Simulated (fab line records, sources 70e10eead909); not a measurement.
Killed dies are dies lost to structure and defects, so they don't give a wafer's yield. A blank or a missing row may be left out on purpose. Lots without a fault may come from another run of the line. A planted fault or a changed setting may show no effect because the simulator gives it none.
Chamber matching | flow nand_harc | NHARC_P_M0_PRE_CLEAN_31 on pecvd-02: 3 sister chambers
The step time 12 s. 6 wafers are shown with their chamber, then 12 later ones without.

WAFERS WITH THEIR CHAMBER
wafer  | chamber | heater_power_w (W)
L087.5 | 0       | 662
L087.4 | 1       | 626
L087.6 | 2       | 620
L088.3 | 2       | 537
L088.4 | 1       | 659
L088.5 | 0       | 622

WAFERS WITHOUT THEIR CHAMBER
wafer  | heater_power_w (W)
L089.4 | 649
L089.5 | 642
L089.6 | 623
L090.1 | 656
L090.3 | 656
L090.5 | 663
L094.1 | 642
L094.2 | 588
L094.3 | 609
L094.4 | 592
L094.5 | 605
L094.6 | 645

WHICH CHAMBER EACH WENT THROUGH
wafer  | from the rows above          | in truth
L089.4 | can't be placed: 1 or 0 or 2 | 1
L089.5 | can't be placed: 0 or 1 or 2 | 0
L089.6 | can't be placed: 0 or 1 or 2 | 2
L090.1 | can't be placed: 1 or 0 or 2 | 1
L090.3 | can't be placed: 1 or 0 or 2 | 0
L090.5 | can't be placed: 1 or 0 or 2 | 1
L094.1 | can't be placed: 0 or 1 or 2 | 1
L094.2 | can't be placed: 2 or 0 or 1 | 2
L094.3 | can't be placed: 2 or 0 or 1 | 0
L094.4 | can't be placed: 2 or 0 or 1 | 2
L094.5 | can't be placed: 2 or 0 or 1 | 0
L094.6 | can't be placed: 1 or 0 or 2 | 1
Placed correctly: 0 of 12. Can't be placed from these rows: 12 (the true chamber is among the candidates in 12). Placed wrongly: 0.
How it was worked out, from the rows above alone: a wafer's distance from a chamber is the root of the sum, over the readings, of the square of ((its reading less the chamber's mean) divided by the reading's scatter). The wafer belongs to the nearest chamber; if the next one is less than 2 further off, it can't be placed. A chamber's mean is the mean of its shown wafers. The scatter: the root of (the sum of the squares of (reading less its chamber's mean) over the shown wafers, divided by (wafers less chambers)).
